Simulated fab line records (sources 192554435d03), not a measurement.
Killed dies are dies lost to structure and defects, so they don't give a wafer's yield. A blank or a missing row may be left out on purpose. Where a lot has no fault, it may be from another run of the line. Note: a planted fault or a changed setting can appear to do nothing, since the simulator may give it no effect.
What tool caused it? || flow n5Finfet || Sampling: 11 lots, 32 wafers, 5 of 1938 route steps

## WHAT THE GAUGES SHOWED, per wafer
Not one reading of a measure or inspect step in the record can be checked against a usual standard deviation.

## WHICH TOOL RAN EACH LOT (tool, then ch and the chambers of the sampled wafers, then the start)
{"lot": "L823", "N5_BEOL_M15_SPUTTER_43": "pvdSputter-03, day 11 18:27", "N5_BEOL_M15_CMP_49": "cmp-01 ch 1,2,3, day 11 19:24", "N5_BEOL_M15_DEP_53": "pecvd-02 ch 1,2, day 11 19:41", "N5_PASSIVATION_PECVD_00": "pecvd-04 ch 0,1,2, day 11 20:46", "N5_MIM_BOT_SPUTTER_00": "pvdSputter-03, day 11 21:14"}
{"lot": "L824", "N5_BEOL_M15_SPUTTER_43": "pvdSputter-02, day 11 22:21", "N5_BEOL_M15_CMP_49": "cmp-04 ch 1,3, day 11 23:13", "N5_BEOL_M15_DEP_53": "pecvd-02 ch 0,1,2, day 11 23:32", "N5_PASSIVATION_PECVD_00": "pecvd-04 ch 0,2, day 12 00:37", "N5_MIM_BOT_SPUTTER_00": "pvdSputter-03, day 12 01:09"}
{"lot": "L825", "N5_BEOL_M15_SPUTTER_43": "pvdSputter-03, day 12 09:34", "N5_BEOL_M15_CMP_49": "cmp-01 ch 1,2,3, day 12 11:38", "N5_BEOL_M15_DEP_53": "pecvd-01 ch 1,2, day 12 11:55", "N5_PASSIVATION_PECVD_00": "pecvd-02 ch 1,2, day 12 13:00", "N5_MIM_BOT_SPUTTER_00": "pvdSputter-01, day 12 15:04"}
{"lot": "L826", "N5_BEOL_M15_SPUTTER_43": "pvdSputter-02, day 12 10:04", "N5_BEOL_M15_CMP_49": "cmp-02 ch 0,2, day 12 12:41", "N5_BEOL_M15_DEP_53": "pecvd-01 ch 0,1, day 12 13:03", "N5_PASSIVATION_PECVD_00": "pecvd-02 ch 1,2, day 12 14:08", "N5_MIM_BOT_SPUTTER_00": "pvdSputter-03, day 12 15:25"}
{"lot": "L828", "N5_BEOL_M15_SPUTTER_43": "pvdSputter-01, day 12 15:56", "N5_BEOL_M15_CMP_49": "cmp-04 ch 0,2, day 12 16:47", "N5_BEOL_M15_DEP_53": "pecvd-03 ch 0,1, day 12 17:06", "N5_PASSIVATION_PECVD_00": "pecvd-04 ch 0,2, day 12 18:11", "N5_MIM_BOT_SPUTTER_00": "pvdSputter-02, day 12 18:31"}
{"lot": "L834", "N5_BEOL_M15_SPUTTER_43": "pvdSputter-01, day 14 06:57", "N5_BEOL_M15_CMP_49": "cmp-01 ch 1,3, day 14 07:50", "N5_BEOL_M15_DEP_53": "pecvd-02 ch 0,1, day 14 08:08", "N5_PASSIVATION_PECVD_00": "pecvd-04 ch 1,2, day 14 09:13", "N5_MIM_BOT_SPUTTER_00": "pvdSputter-02, day 14 10:52"}
{"lot": "L839", "N5_BEOL_M15_SPUTTER_43": "pvdSputter-02, day 15 03:05", "N5_BEOL_M15_CMP_49": "cmp-04 ch 1,2,3, day 15 03:56", "N5_BEOL_M15_DEP_53": "pecvd-01 ch 1,2, day 15 04:15", "N5_PASSIVATION_PECVD_00": "pecvd-01 ch 1,2, day 15 05:20", "N5_MIM_BOT_SPUTTER_00": "pvdSputter-02, day 15 06:03"}
{"lot": "L840", "N5_BEOL_M15_SPUTTER_43": "pvdSputter-03, day 16 21:10", "N5_BEOL_M15_CMP_49": "cmp-04 ch 0,1, day 16 22:19", "N5_BEOL_M15_DEP_53": "pecvd-01 ch 0,1,2, day 16 22:41", "N5_PASSIVATION_PECVD_00": "pecvd-04 ch 0,1,2, day 16 23:47", "N5_MIM_BOT_SPUTTER_00": "pvdSputter-03, day 17 01:14"}
{"lot": "L845", "N5_BEOL_M15_SPUTTER_43": "pvdSputter-03, day 17 09:22", "N5_BEOL_M15_CMP_49": "cmp-04 ch 0,2,3, day 17 10:17", "N5_BEOL_M15_DEP_53": "pecvd-02 ch 0,1,2, day 17 10:36", "N5_PASSIVATION_PECVD_00": "pecvd-02 ch 0,2, day 17 11:41", "N5_MIM_BOT_SPUTTER_00": "pvdSputter-02, day 17 12:18"}
{"lot": "L843", "N5_BEOL_M15_SPUTTER_43": "pvdSputter-03, day 17 12:28", "N5_BEOL_M15_CMP_49": "cmp-01 ch 0,1, day 17 13:17", "N5_BEOL_M15_DEP_53": "pecvd-03 ch 0,2, day 17 13:40", "N5_PASSIVATION_PECVD_00": "pecvd-01 ch 0,1,2, day 17 14:46", "N5_MIM_BOT_SPUTTER_00": "pvdSputter-03, day 17 16:53"}
{"lot": "L844", "N5_BEOL_M15_SPUTTER_43": "pvdSputter-01, day 18 10:15", "N5_BEOL_M15_CMP_49": "cmp-01 ch 0,3, day 18 11:06", "N5_BEOL_M15_DEP_53": "pecvd-01 ch 1,2, day 18 11:25", "N5_PASSIVATION_PECVD_00": "pecvd-04 ch 0,2, day 18 12:30", "N5_MIM_BOT_SPUTTER_00": "pvdSputter-03, day 18 13:46"}
- N5_BEOL_M15_SPUTTER_43: material TaN, target thk 15 nm, time 24.19 s.
- N5_BEOL_M15_CMP_49: polishes, stops on SiO2, t overpolish 4.9 s, target thk 850 nm.
- N5_BEOL_M15_DEP_53: deposits SiCN from 3MS/NH3, target thk 50 nm, time 17.8 s.
- N5_PASSIVATION_PECVD_00: deposits SiO2 from SiH4/N2O, target thk 200 nm, time 11.2 s.
- N5_MIM_BOT_SPUTTER_00: material TiN, target thk 35 nm, time 89.7 s.

## AS READ BY THE TOOLS THEMSELVES (means over the sampled wafers that have a number; for cases with no such wafer, the mark the record gives instead)
N5_BEOL_M15_SPUTTER_43. Usual: 30.2 % for throttleValvePct, sd 1.1.
{"lot": "L823", "tool": "pvdSputter-03", "throttleValvePct (%)": 30.7, "flag": ""}
{"lot": "L824", "tool": "pvdSputter-02", "throttleValvePct (%)": 31.2, "flag": ""}
{"lot": "L825", "tool": "pvdSputter-03", "throttleValvePct (%)": 31.4, "flag": ""}
{"lot": "L826", "tool": "pvdSputter-02", "throttleValvePct (%)": 30.9, "flag": ""}
{"lot": "L828", "tool": "pvdSputter-01", "throttleValvePct (%)": 28.7, "flag": ""}
{"lot": "L834", "tool": "pvdSputter-01", "throttleValvePct (%)": 29.1, "flag": ""}
{"lot": "L839", "tool": "pvdSputter-02", "throttleValvePct (%)": 31.0, "flag": ""}
{"lot": "L840", "tool": "pvdSputter-03", "throttleValvePct (%)": 30.8, "flag": ""}
{"lot": "L845", "tool": "pvdSputter-03", "throttleValvePct (%)": 30.9, "flag": ""}
{"lot": "L843", "tool": "pvdSputter-03", "throttleValvePct (%)": 29.9, "flag": ""}
{"lot": "L844", "tool": "pvdSputter-01", "throttleValvePct (%)": 29.8, "flag": ""}

N5_BEOL_M15_CMP_49. Usual: barrierFieldEndpointS 11.34 s, standard deviation 0.25; edgeZonePressureFrac 1.000, standard deviation 0.005; motorCurrentA 8.0 A, standard deviation 0.66.
{"lot": "L823", "tool": "cmp-01", "barrierFieldEndpointS (s)": 11.61, "edgeZonePressureFrac": 1.005, "motorCurrentA (A)": 8.4, "flag": ""}
{"lot": "L824", "tool": "cmp-04", "barrierFieldEndpointS (s)": 11.56, "edgeZonePressureFrac": 1.006, "motorCurrentA (A)": 7.9, "flag": ""}
{"lot": "L825", "tool": "cmp-01", "barrierFieldEndpointS (s)": 11.40, "edgeZonePressureFrac": 1.000, "motorCurrentA (A)": 8.6, "flag": ""}
{"lot": "L826", "tool": "cmp-02", "barrierFieldEndpointS (s)": 11.04, "edgeZonePressureFrac": 1.005, "motorCurrentA (A)": 8.3, "flag": ""}
{"lot": "L828", "tool": "cmp-04", "barrierFieldEndpointS (s)": 11.39, "edgeZonePressureFrac": 0.996, "motorCurrentA (A)": 7.5, "flag": ""}
{"lot": "L834", "tool": "cmp-01", "barrierFieldEndpointS (s)": 13.71, "edgeZonePressureFrac": 1.000, "motorCurrentA (A)": 8.5, "flag": "OFF"}
{"lot": "L839", "tool": "cmp-04", "barrierFieldEndpointS (s)": 11.08, "edgeZonePressureFrac": 1.004, "motorCurrentA (A)": 7.6, "flag": ""}
{"lot": "L840", "tool": "cmp-04", "barrierFieldEndpointS (s)": 11.63, "edgeZonePressureFrac": 0.996, "motorCurrentA (A)": 7.3, "flag": ""}
{"lot": "L845", "tool": "cmp-04", "barrierFieldEndpointS (s)": 10.93, "edgeZonePressureFrac": 1.001, "motorCurrentA (A)": 7.7, "flag": ""}
{"lot": "L843", "tool": "cmp-01", "barrierFieldEndpointS (s)": 11.55, "edgeZonePressureFrac": 1.000, "motorCurrentA (A)": 8.2, "flag": ""}
{"lot": "L844", "tool": "cmp-01", "barrierFieldEndpointS (s)": 11.20, "edgeZonePressureFrac": 1.000, "motorCurrentA (A)": 8.5, "flag": ""}

N5_BEOL_M15_DEP_53. Usual: showerheadPlenumPTorr 4.164 Torr, standard deviation 0.024; throttleValvePct 18.5 %, standard deviation 1.1.
{"lot": "L823", "tool": "pecvd-02", "showerheadPlenumPTorr (Torr)": 4.161, "throttleValvePct (%)": 18.2, "flag": ""}
{"lot": "L824", "tool": "pecvd-02", "showerheadPlenumPTorr (Torr)": 4.167, "throttleValvePct (%)": 18.8, "flag": ""}
{"lot": "L825", "tool": "pecvd-01", "showerheadPlenumPTorr (Torr)": 4.184, "throttleValvePct (%)": 18.8, "flag": ""}
{"lot": "L826", "tool": "pecvd-01", "showerheadPlenumPTorr (Torr)": 4.179, "throttleValvePct (%)": 18.1, "flag": ""}
{"lot": "L828", "tool": "pecvd-03", "showerheadPlenumPTorr (Torr)": 4.165, "throttleValvePct (%)": 18.9, "flag": ""}
{"lot": "L834", "tool": "pecvd-02", "showerheadPlenumPTorr (Torr)": 4.168, "throttleValvePct (%)": 19.4, "flag": ""}
{"lot": "L839", "tool": "pecvd-01", "showerheadPlenumPTorr (Torr)": 4.179, "throttleValvePct (%)": 18.9, "flag": ""}
{"lot": "L840", "tool": "pecvd-01", "showerheadPlenumPTorr (Torr)": 4.164, "throttleValvePct (%)": 18.4, "flag": ""}
{"lot": "L845", "tool": "pecvd-02", "showerheadPlenumPTorr (Torr)": 4.164, "throttleValvePct (%)": 18.8, "flag": ""}
{"lot": "L843", "tool": "pecvd-03", "showerheadPlenumPTorr (Torr)": 4.144, "throttleValvePct (%)": 17.7, "flag": ""}
{"lot": "L844", "tool": "pecvd-01", "showerheadPlenumPTorr (Torr)": 4.157, "throttleValvePct (%)": 18.4, "flag": ""}

N5_PASSIVATION_PECVD_00. Usual: heaterPowerW 620 W, standard deviation 84; showerheadPlenumPTorr 8.17 Torr, standard deviation 0.11; throttleValvePct 51 %, standard deviation 3.1.
{"lot": "L823", "tool": "pecvd-04", "heaterPowerW (W)": 541, "showerheadPlenumPTorr (Torr)": 8.13, "throttleValvePct (%)": 48, "flag": ""}
{"lot": "L824", "tool": "pecvd-04", "heaterPowerW (W)": 579, "showerheadPlenumPTorr (Torr)": 8.20, "throttleValvePct (%)": 49, "flag": ""}
{"lot": "L825", "tool": "pecvd-02", "heaterPowerW (W)": 629, "showerheadPlenumPTorr (Torr)": 8.13, "throttleValvePct (%)": 55, "flag": ""}
{"lot": "L826", "tool": "pecvd-02", "heaterPowerW (W)": 575, "showerheadPlenumPTorr (Torr)": 8.14, "throttleValvePct (%)": 52, "flag": ""}
{"lot": "L828", "tool": "pecvd-04", "heaterPowerW (W)": 583, "showerheadPlenumPTorr (Torr)": 8.23, "throttleValvePct (%)": 48, "flag": ""}
{"lot": "L834", "tool": "pecvd-04", "heaterPowerW (W)": 626, "showerheadPlenumPTorr (Torr)": 8.13, "throttleValvePct (%)": 49, "flag": ""}
{"lot": "L839", "tool": "pecvd-01", "heaterPowerW (W)": 840, "showerheadPlenumPTorr (Torr)": 8.27, "throttleValvePct (%)": 54, "flag": ""}
{"lot": "L840", "tool": "pecvd-04", "heaterPowerW (W)": 570, "showerheadPlenumPTorr (Torr)": 8.16, "throttleValvePct (%)": 49, "flag": ""}
{"lot": "L845", "tool": "pecvd-02", "heaterPowerW (W)": 662, "showerheadPlenumPTorr (Torr)": 8.26, "throttleValvePct (%)": 53, "flag": ""}
{"lot": "L843", "tool": "pecvd-01", "heaterPowerW (W)": 756, "showerheadPlenumPTorr (Torr)": 8.21, "throttleValvePct (%)": 52, "flag": ""}
{"lot": "L844", "tool": "pecvd-04", "heaterPowerW (W)": 540, "showerheadPlenumPTorr (Torr)": 8.21, "throttleValvePct (%)": 49, "flag": ""}

N5_MIM_BOT_SPUTTER_00. Usual: 30.2 % for throttleValvePct, sd 1.1.
{"lot": "L823", "tool": "pvdSputter-03", "throttleValvePct (%)": 30.7, "flag": ""}
{"lot": "L824", "tool": "pvdSputter-03", "throttleValvePct (%)": 29.9, "flag": ""}
{"lot": "L825", "tool": "pvdSputter-01", "throttleValvePct (%)": 28.9, "flag": ""}
{"lot": "L826", "tool": "pvdSputter-03", "throttleValvePct (%)": 30.6, "flag": ""}
{"lot": "L828", "tool": "pvdSputter-02", "throttleValvePct (%)": 31.1, "flag": ""}
{"lot": "L834", "tool": "pvdSputter-02", "throttleValvePct (%)": 31.2, "flag": ""}
{"lot": "L839", "tool": "pvdSputter-02", "throttleValvePct (%)": 30.6, "flag": ""}
{"lot": "L840", "tool": "pvdSputter-03", "throttleValvePct (%)": 30.7, "flag": ""}
{"lot": "L845", "tool": "pvdSputter-02", "throttleValvePct (%)": 31.2, "flag": ""}
{"lot": "L843", "tool": "pvdSputter-03", "throttleValvePct (%)": 30.7, "flag": ""}
{"lot": "L844", "tool": "pvdSputter-03", "throttleValvePct (%)": 29.8, "flag": ""}

## THE ANSWER, worked out from the rows above alone
Rule: a lot is off if the mean of its wafers that have a number lies more than 3 standard deviations from the usual mean. A lot without any number at a reading at which 4 lots or more have one is off too. The other lots that the step has rows for count as sound. First the gauges in route order, then the tools' own readings, where a lot's mean is used as printed above. At the first step where some lot is off, the reading lying furthest off is the one used; lots without a number count as furthest.
Off at N5_BEOL_M15_CMP_49 (barrierFieldEndpointS): L834.
If a tool, at that step or one of the process steps before it, ran each lot that is off and ran no sound lot following the first of them, it fits. Not one of the candidates tried fits.

## WHAT THE SIMULATOR HAD PUT IN
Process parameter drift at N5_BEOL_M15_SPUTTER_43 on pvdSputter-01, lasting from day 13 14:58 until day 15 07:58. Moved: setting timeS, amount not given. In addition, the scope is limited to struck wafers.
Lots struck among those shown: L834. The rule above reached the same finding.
